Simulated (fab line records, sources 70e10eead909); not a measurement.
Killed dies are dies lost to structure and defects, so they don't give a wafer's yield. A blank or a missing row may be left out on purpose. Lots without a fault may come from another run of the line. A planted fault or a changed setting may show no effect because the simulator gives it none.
Which tool did it? | flow nand_harc | 24 lots, 72 wafers sampled, at 5 steps of a route of 1159

WHAT THE GAUGES READ, wafer by wafer
NHARC_P_M0_CD_MEAS_16.
lot  | measured     | on        | cd_nm (nm)
L074 | day 5 12:13  | cd_sem-02 | 90.1 90.4 90.0
L075 | day 6 06:34  | cd_sem-02 | 89.1 89.6 90.6
L076 | day 6 07:14  | cd_sem-01 | 89.7 90.8 90.2
L077 | day 6 08:14  | cd_sem-01 | 89.6 90.0 89.8
L078 | day 7 04:19  | cd_sem-02 | 91.1 90.4 90.9
L079 | day 7 06:47  | cd_sem-01 | 90.2 90.2 89.7
L080 | day 7 16:41  | cd_sem-02 | 90.0 90.5 90.3
L081 | day 7 21:32  | cd_sem-03 | 90.4 89.3 91.0
L082 | day 8 03:55  | cd_sem-02 | 90.3 89.8 90.1
L083 | day 8 04:18  | cd_sem-02 | 89.9 89.4 89.9
L084 | day 8 08:41  | cd_sem-02 | 89.4 90.5 90.4
L087 | day 8 23:40  | cd_sem-02 | 90.5 90.9 89.4
L085 | day 9 00:14  | cd_sem-01 | 88.9 90.2 90.0
L088 | day 9 03:37  | cd_sem-01 | 89.9 90.1 90.4
L086 | day 9 11:34  | cd_sem-03 | 90.6 90.6 89.9
L090 | day 9 22:43  | cd_sem-02 | 90.2 89.4 89.6
L089 | day 9 23:25  | cd_sem-01 | 91.1 91.2 91.0
L091 | day 10 06:26 | cd_sem-03 | 90.8 91.1 91.5
L092 | day 10 07:31 | cd_sem-03 | 90.5 90.9 90.4
L093 | day 10 07:54 | cd_sem-03 | 89.8 89.7 89.5
L094 | day 10 19:50 | cd_sem-02 | 89.9 90.0 89.3
L095 | day 10 21:52 | cd_sem-02 | 90.2 90.7 90.6
L097 | day 11 06:01 | cd_sem-03 | 89.1 90.3 90.7
L096 | day 11 06:10 | cd_sem-01 | 89.3 89.7 89.8

NHARC_P_M2_CD_MEAS_16.
lot  | measured     | on        | cd_nm (nm)
L074 | day 5 20:34  | cd_sem-01 | 169.5 169.7 169.7
L075 | day 6 14:40  | cd_sem-02 | 170.1 169.4 170.0
L076 | day 6 15:17  | cd_sem-03 | 170.4 170.2 171.0
L077 | day 6 16:28  | cd_sem-02 | 169.7 169.0 169.4
L078 | day 7 13:32  | cd_sem-03 | 171.9 171.0 171.1
L079 | day 7 14:54  | cd_sem-03 | 169.2 170.5 171.0
L080 | day 8 00:53  | cd_sem-03 | 171.5 171.3 170.8
L081 | day 8 05:46  | cd_sem-03 | 169.6 169.9 169.9
L082 | day 8 12:08  | cd_sem-01 | 170.0 170.8 170.7
L083 | day 8 12:29  | cd_sem-01 | 171.6 170.8 170.9
L084 | day 8 17:10  | cd_sem-03 | 170.2 170.9 170.5
L087 | day 9 08:29  | cd_sem-02 | 170.7 170.1 170.0
L085 | day 9 09:23  | cd_sem-03 | 169.3 169.4 169.2
L088 | day 9 12:10  | cd_sem-01 | 170.9 169.8 170.5
L086 | day 9 19:52  | cd_sem-02 | 170.1 170.8 170.3
L090 | day 10 07:08 | cd_sem-01 | 170.6 171.3 170.9
L089 | day 10 07:42 | cd_sem-03 | 169.4 169.6 170.0
L091 | day 10 14:40 | cd_sem-03 | 170.1 169.8 170.9
L092 | day 10 15:46 | cd_sem-01 | 170.1 170.1 170.2
L093 | day 10 16:15 | cd_sem-03 | 169.2 169.6 169.9
L094 | day 11 04:07 | cd_sem-02 | 169.6 169.6 169.8
L095 | day 11 06:37 | cd_sem-01 | 170.5 169.6 169.5
L097 | day 11 14:05 | cd_sem-01 | 170.0 169.3 168.7
L096 | day 11 14:25 | cd_sem-01 | 170.7 169.7 169.8

WHICH TOOL RAN EACH LOT (tool, then ch and the chambers of the sampled wafers, then the start)
lot  | NHARC_P_M0_DESCUM_14               | NHARC_P_M0_DEGAS_28          | NHARC_P_M1_ETCH_28
L074 | rie_diel-08 ch 0,1,2, day 5 11:55  | pvd_sputter-01, day 5 12:51  | rie_diel-13 ch 1,2, day 5 20:34 or earlier
L075 | rie_diel-02 ch 2,3, day 6 06:16    | pvd_sputter-01, day 6 07:11  | rie_diel-13 ch 0,2,3, day 6 14:40 or earlier
L076 | rie_diel-02 ch 0,1, day 6 06:55    | pvd_sputter-02, day 6 07:50  | rie_diel-13 ch 0,2,3, day 6 15:17 or earlier
L077 | rie_diel-02 ch 1,2,3, day 6 07:58  | pvd_sputter-01, day 6 08:52  | rie_diel-03 ch 0,1,2, day 6 16:28 or earlier
L078 | rie_diel-08 ch 0,3, day 7 04:01    | pvd_sputter-03, day 7 04:56  | rie_diel-03 ch 1,2,3, day 7 13:32 or earlier
L079 | rie_diel-11 ch 0,3, day 7 06:29    | pvd_sputter-02, day 7 07:25  | rie_diel-13 ch 0,1,2, day 7 14:54 or earlier
L080 | rie_diel-11 ch 0,1,2, day 7 16:23  | pvd_sputter-03, day 7 17:17  | rie_diel-03 ch 1,2, day 8 00:53 or earlier
L081 | rie_diel-02 ch 1,2,3, day 7 21:14  | pvd_sputter-03, day 7 22:09  | rie_diel-12 ch 0,2,3, day 8 05:46 or earlier
L082 | rie_diel-02 ch 0,2,3, day 8 03:37  | pvd_sputter-03, day 8 04:32  | rie_diel-03 ch 1,2,3, day 8 12:08 or earlier
L083 | rie_diel-02 ch 0,2,3, day 8 04:01  | pvd_sputter-02, day 8 04:56  | rie_diel-13 ch 1,2, day 8 12:29 or earlier
L084 | rie_diel-08 ch 1,2,3, day 8 08:24  | pvd_sputter-01, day 8 09:19  | rie_diel-13 ch 1,2,3, day 8 17:10 or earlier
L087 | rie_diel-02 ch 0,1,2, day 8 23:22  | pvd_sputter-02, day 9 00:17  | rie_diel-12 ch 1,2, day 9 08:29 or earlier
L085 | rie_diel-08 ch 1,2,3, day 8 23:53  | pvd_sputter-01, day 9 00:52  | rie_diel-03 ch 0,1,2, day 9 09:23 or earlier
L088 | rie_diel-02 ch 1,2,3, day 9 03:19  | pvd_sputter-03, day 9 04:17  | rie_diel-12 ch 0,1,2, day 9 12:10 or earlier
L086 | rie_diel-02 ch 0,2, day 9 11:14    | pvd_sputter-01, day 9 12:14  | rie_diel-13 ch 1,2,3, day 9 19:52 or earlier
L090 | rie_diel-02 ch 0,1, day 9 22:25    | pvd_sputter-01, day 9 23:22  | rie_diel-13 ch 2,3, day 10 07:08 or earlier
L089 | rie_diel-11 ch 1,2,3, day 9 23:07  | pvd_sputter-01, day 10 00:02 | rie_diel-13 ch 0,2, day 10 07:42 or earlier
L091 | rie_diel-02 ch 0,1,3, day 10 06:08 | pvd_sputter-03, day 10 07:02 | rie_diel-13 ch 0,2,3, day 10 14:40 or earlier
L092 | rie_diel-11 ch 0,2,3, day 10 07:13 | pvd_sputter-01, day 10 08:08 | rie_diel-13 ch 1,2,3, day 10 15:46 or earlier
L093 | rie_diel-08 ch 1,2, day 10 07:36   | pvd_sputter-01, day 10 08:32 | rie_diel-12 ch 0,2,3, day 10 16:15 or earlier
L094 | rie_diel-02 ch 0,1, day 10 19:31   | pvd_sputter-03, day 10 20:28 | rie_diel-12 ch 0,1,3, day 11 04:07 or earlier
L095 | rie_diel-02 ch 0,2,3, day 10 21:35 | pvd_sputter-03, day 10 22:32 | rie_diel-12 ch 0,1,2, day 11 06:37 or earlier
L097 | rie_diel-08 ch 0,2,3, day 11 05:44 | pvd_sputter-02, day 11 06:39 | rie_diel-03 ch 0,1,3, day 11 14:05 or earlier
L096 | rie_diel-11 ch 0,2,3, day 11 05:54 | pvd_sputter-01, day 11 06:48 | rie_diel-12 ch 0,3, day 11 14:25 or earlier
- NHARC_P_M0_DESCUM_14: chemistry O2, time 3 s.
- NHARC_P_M0_DEGAS_28: time 60 s.
- NHARC_P_M1_ETCH_28: etches the open film in CF4/N2, target depth 30 nm, time 72.99 s.

WHAT THE TOOLS THEMSELVES READ (means of the sampled wafers that have a number; where no wafer has one, the mark that the record gives instead)
NHARC_P_M0_DESCUM_14.
lot  | tool        | drypump_motor_current_A (A) | oes_product_au (a.u.) | rf_vpp_V (V) | showerhead_plenum_p_Torr (Torr) | throttle_valve_pct (%)
L074 | rie_diel-08 | 5.9                         | 1.013                 | 58.1         | 1.89                            | 11.304
L075 | rie_diel-02 | 5.9                         | 1.002                 | 58.5         | 1.93                            | 11.316
L076 | rie_diel-02 | 6.4                         | 1.008                 | 58.7         | 2.03                            | 11.310
L077 | rie_diel-02 | 6.2                         | 1.004                 | 57.3         | 1.94                            | 11.306
L078 | rie_diel-08 | 6.1                         | 0.991                 | 58.4         | 1.99                            | 11.311
L079 | rie_diel-11 | 6.2                         | 1.001                 | 57.5         | 1.91                            | 11.313
L080 | rie_diel-11 | 5.7                         | 1.002                 | 58.9         | 1.91                            | 11.307
L081 | rie_diel-02 | 6.2                         | 1.003                 | 57.9         | 1.94                            | 11.309
L082 | rie_diel-02 | 6.1                         | 1.006                 | 57.9         | 1.99                            | 11.308
L083 | rie_diel-02 | 6.1                         | 1.006                 | 57.6         | 1.99                            | 11.311
L084 | rie_diel-08 | 6.0                         | 0.998                 | 57.7         | 1.98                            | 11.310
L087 | rie_diel-02 | 6.4                         | 1.007                 | 58.0         | 2.00                            | 11.311
L085 | rie_diel-08 | 6.0                         | 0.989                 | 58.1         | 1.98                            | 11.306
L088 | rie_diel-02 | 6.2                         | 1.007                 | 58.0         | 1.94                            | 11.306
L086 | rie_diel-02 | 6.2                         | 1.003                 | 57.9         | 2.02                            | 11.312
L090 | rie_diel-02 | 6.6                         | 1.008                 | 58.5         | 1.98                            | 11.303
L089 | rie_diel-11 | 5.9                         | 1.012                 | 57.8         | 1.94                            | 11.316
L091 | rie_diel-02 | 6.2                         | 1.006                 | 57.6         | 1.97                            | 11.318
L092 | rie_diel-11 | 6.0                         | 1.002                 | 58.0         | 1.88                            | 11.310
L093 | rie_diel-08 | 5.8                         | 1.005                 | 58.3         | 1.89                            | 11.311
L094 | rie_diel-02 | 6.6                         | 1.010                 | 57.7         | 1.98                            | 11.307
L095 | rie_diel-02 | 6.1                         | 0.993                 | 59.0         | 1.99                            | 11.319
L097 | rie_diel-08 | 5.9                         | 0.995                 | 57.5         | 1.90                            | 11.314
L096 | rie_diel-11 | 6.0                         | 0.995                 | 57.2         | 1.88                            | 11.306

NHARC_P_M0_DEGAS_28.
lot  | tool           | heater_power_w (W)
L074 | pvd_sputter-01 | 293
L075 | pvd_sputter-01 | 317
L076 | pvd_sputter-02 | 313
L077 | pvd_sputter-01 | 323
L078 | pvd_sputter-03 | 338
L079 | pvd_sputter-02 | 305
L080 | pvd_sputter-03 | 346
L081 | pvd_sputter-03 | 323
L082 | pvd_sputter-03 | 348
L083 | pvd_sputter-02 | 296
L084 | pvd_sputter-01 | 290
L087 | pvd_sputter-02 | 305
L085 | pvd_sputter-01 | 313
L088 | pvd_sputter-03 | 329
L086 | pvd_sputter-01 | 279
L090 | pvd_sputter-01 | 277
L089 | pvd_sputter-01 | 305
L091 | pvd_sputter-03 | 340
L092 | pvd_sputter-01 | 289
L093 | pvd_sputter-01 | 281
L094 | pvd_sputter-03 | 323
L095 | pvd_sputter-03 | 334
L097 | pvd_sputter-02 | 314
L096 | pvd_sputter-01 | 294

NHARC_P_M1_ETCH_28.
lot  | tool        | drypump_motor_current_A (A) | oes_product_au (a.u.) | rf_vpp_V (V) | showerhead_plenum_p_Torr (Torr) | throttle_valve_pct (%)
L074 | rie_diel-13 | 6.1                         | 1.002                 | 315.2        | 2.68                            | 19.794
L075 | rie_diel-13 | 6.3                         | 0.998                 | 314.2        | 2.62                            | 19.794
L076 | rie_diel-13 | 6.3                         | 1.006                 | 313.5        | 2.62                            | 19.796
L077 | rie_diel-03 | 6.0                         | 0.988                 | 313.2        | 2.55                            | 19.798
L078 | rie_diel-03 | 6.0                         | 0.997                 | 313.8        | 2.60                            | 19.798
L079 | rie_diel-13 | 6.0                         | 1.009                 | 313.4        | 2.59                            | 19.794
L080 | rie_diel-03 | 6.1                         | 1.000                 | 312.0        | 2.55                            | 19.797
L081 | rie_diel-12 | 5.7                         | 0.998                 | 312.7        | 2.59                            | 19.795
L082 | rie_diel-03 | 6.0                         | 0.996                 | 313.4        | 2.60                            | 19.791
L083 | rie_diel-13 | 5.8                         | 0.999                 | 314.3        | 2.61                            | 19.790
L084 | rie_diel-13 | 6.1                         | 0.993                 | 314.4        | 2.65                            | 19.804
L087 | rie_diel-12 | 5.6                         | 1.009                 | 313.8        | 2.63                            | 19.792
L085 | rie_diel-03 | 6.1                         | 0.992                 | 312.6        | 2.54                            | 19.789
L088 | rie_diel-12 | 5.9                         | 0.996                 | 313.9        | 2.66                            | 19.790
L086 | rie_diel-13 | 6.2                         | 1.003                 | 314.4        | 2.65                            | 19.791
L090 | rie_diel-13 | 6.4                         | 0.991                 | 315.5        | 2.72                            | 19.795
L089 | rie_diel-13 | 6.3                         | 0.997                 | 314.8        | 2.65                            | 19.796
L091 | rie_diel-13 | 6.3                         | 1.003                 | 313.7        | 2.62                            | 19.786
L092 | rie_diel-13 | 6.2                         | 0.998                 | 314.4        | 2.65                            | 19.796
L093 | rie_diel-12 | 5.7                         | 1.002                 | 313.8        | 2.59                            | 19.793
L094 | rie_diel-12 | 6.0                         | 1.009                 | 313.9        | 2.65                            | 19.790
L095 | rie_diel-12 | 5.9                         | 1.006                 | 314.3        | 2.66                            | 19.799
L097 | rie_diel-03 | 6.0                         | 0.999                 | 312.9        | 2.55                            | 19.792
L096 | rie_diel-12 | 6.0                         | 0.994                 | 314.2        | 2.62                            | 19.793

THE ANSWER, worked out from the rows above alone
Rule: what is usual is taken from the lots themselves. Put in order of their means at a reading, lots are off if they are a third of the lots or fewer, leave a main group of 4 or more, and stand apart from it by a gap of 3 or more times the standard deviation of the main group's means; of several such gaps the widest counts. A main group whose means are all the same, to the digits that the tables above print for the reading, isn't used. A lot without any number at a reading at which 4 lots or more have one is off too. The other lots that the step has rows for count as sound. The gauges are gone through in route order, then the tools' own readings, and for those a lot's mean is taken as printed above. The first step at which some lot is off is used, and at that step the reading that is off furthest; a lot without a number counts as furthest.
No lot is off at any reading shown: from this, nothing can be told.

WHAT THE SIMULATOR HAD PUT IN
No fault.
